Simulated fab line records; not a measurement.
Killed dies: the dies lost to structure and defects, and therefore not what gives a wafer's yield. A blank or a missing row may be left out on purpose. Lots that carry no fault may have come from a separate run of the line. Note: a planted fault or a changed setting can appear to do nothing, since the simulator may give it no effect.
Split-lot study | flow n5Finfet | 21 wafers read across 7 lots, on a route 1938 steps long

## THE SPLIT ITSELF
At N5_MOL_CONTACT_COAG_COAT_76 (time 60 s, resist thk 10 nm), the setting spinRpm was moved away from the recipe's 1500 rpm on 6 of the 21 wafers read, by -8.1% to +6.3%. All remaining wafers had this setting at the recipe value.

## FROM THE SPLIT TO THE READING: what the file shows between them, 4 steps
- N5_MOL_CONTACT_COAG_COAT_77: time 60 s, resist thk 10 nm
- N5_MOL_CONTACT_COAG_COAT_78: resist thk 40 nm
- N5_MOL_CONTACT_COAG_DESCUM_88: chemistry O2, time 7 s
- N5_MOL_CONTACT_COAG_ETCH_89: etches underlayer in N2/H2, target depth 13 nm, time 10.4 s

## THE READING
etch.depthNm (the simulator's own value, which no gauge read), in nm, at N5_MOL_CONTACT_COAG_ETCH_90 (etches SiARC in CF4, target depth 13 nm, time 21.7 s). No usual value for it is given in the file. Average 9.991 nm, standard deviation 0.033 nm, over the 15 wafers here run with the recipe.

wafer  | tool, chamber at the split | spinRpm as run, rpm | against the recipe | etch.depthNm, nm | against lot-mates on the recipe
L079.4 | lithoTrack-04, 0           | 1500                | recipe             | 9.917            | -
L079.5 | lithoTrack-04, 0           | 1379                | -8.1%              | 10.34            | +0.407
L079.6 | lithoTrack-04, 0           | 1500                | recipe             | 9.948            | -
L089.1 | lithoTrack-03, 0           | 1500                | recipe             | 9.991            | -
L089.2 | lithoTrack-03, 0           | 1500                | recipe             | 10.02            | -
L089.3 | lithoTrack-03, 0           | 1500                | recipe             | 9.973            | -
L090.1 | lithoTrack-04, 0           | 1500                | recipe             | 10.01            | -
L090.2 | lithoTrack-04, 0           | 1413                | -5.8%              | 10.33            | +0.310
L090.3 | lithoTrack-04, 0           | 1500                | recipe             | 10.03            | -
L092.1 | lithoTrack-03, 0           | 1500                | recipe             | 10.03            | -
L092.2 | lithoTrack-03, 0           | 1595                | +6.3%              | 9.725            | -0.300
L092.4 | lithoTrack-03, 0           | 1500                | recipe             | 10.02            | -
L091.2 | lithoTrack-04, 0           | 1500                | recipe             | 10.01            | -
L091.4 | lithoTrack-04, 0           | 1500                | recipe             | 10.02            | -
L091.6 | lithoTrack-04, 0           | 1500                | recipe             | 9.968            | -
L093.3 | lithoTrack-01, 0           | 1500                | recipe             | 9.986            | -
L093.5 | lithoTrack-01, 0           | 1500                | recipe             | 9.99             | -
L093.6 | lithoTrack-01, 0           | 1441                | -3.9%              | 10.2             | +0.212
L095.2 | lithoTrack-04, 0           | 1500                | recipe             | 9.948            | -
L095.3 | lithoTrack-04, 0           | 1454                | -3.1%              | 10.11            | +0.162
L095.4 | lithoTrack-04, 0           | 1454                | -3.1%              | 10.07            | +0.122

FIT RESULTS
A straight line over all 21 wafers: etch.depthNm changes by -0.0455 nm for each +1% of spinRpm; r = -0.96; the points scatter about the line by 0.038 nm.
The same after taking each lot's own level away (the mean of its wafers on the recipe; 21 wafers): -0.05 nm for each +1%; r = -0.99; scatter 0.017 nm.
Per that fit: largest spinRpm move, reading shift of 0.4 nm.
Across the lots, their own levels run from 9.9325 to 10.0250 nm, a range of 2.8 times the standard deviation given above.
Hence the lot-to-lot level has little effect on the slope; both slopes agree.
Check: for one of the wafers moved furthest among these (-8.1%), held out of the fit, the line's prediction against its lot-mates is +0.404 nm. It came out at +0.407 nm against them.

## THE OTHER SPLITS THESE WAFERS WENT THROUGH
Before the reading, these wafers also passed through other splits. Each is held against what the fit with the lots' levels taken away leaves over:
other split on the same wafers      | wafers away from the commonest value | r with etch.depthNm (lot level and that fit taken away)
N5_SD_ACTIVATION_LSA_01 tempC       | 3                                    | +0.19
N5_HKMG_FIN_COAT_43 spinRpm         | 7                                    | -0.33
N5_HKMG_FIN_ETCH_55 biasW           | 6                                    | +0.02
N5_HKMG_FIN_ETCH_35 sourceW         | 6                                    | +0.01
N5_GATE_CUT_ALD_22 aldCycles        | 5                                    | +0.17
N5_MOL_CONTACT_COAG_COAT_75 spinRpm | 13                                   | -0.04

## THE WHOLE CHAIN: every reading that the file lists as answering this split, in the file's order
step                        | what it does                                         | reading                                                                                  | change (the file's fit)                | r (the file's)
N5_MOL_CONTACT_COAG_COAT_76 | time 60 s, resist thk 10 nm                          | SiARC_of_MOL_CONTACT_COAG_COAT_76.thkNm (the simulator's own value, which no gauge read) | -0.0483 nm for each +1% of the setting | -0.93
N5_MOL_CONTACT_COAG_ETCH_90 | etches SiARC in CF4, target depth 13 nm, time 21.7 s | etch.depthNm (the simulator's own value, which no gauge read)                            | -0.0505 nm for each +1% of the setting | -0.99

## THE FILE'S OWN FIT
etch.depthNm changes by -0.0505 nm for each +1% of spinRpm, r = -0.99.
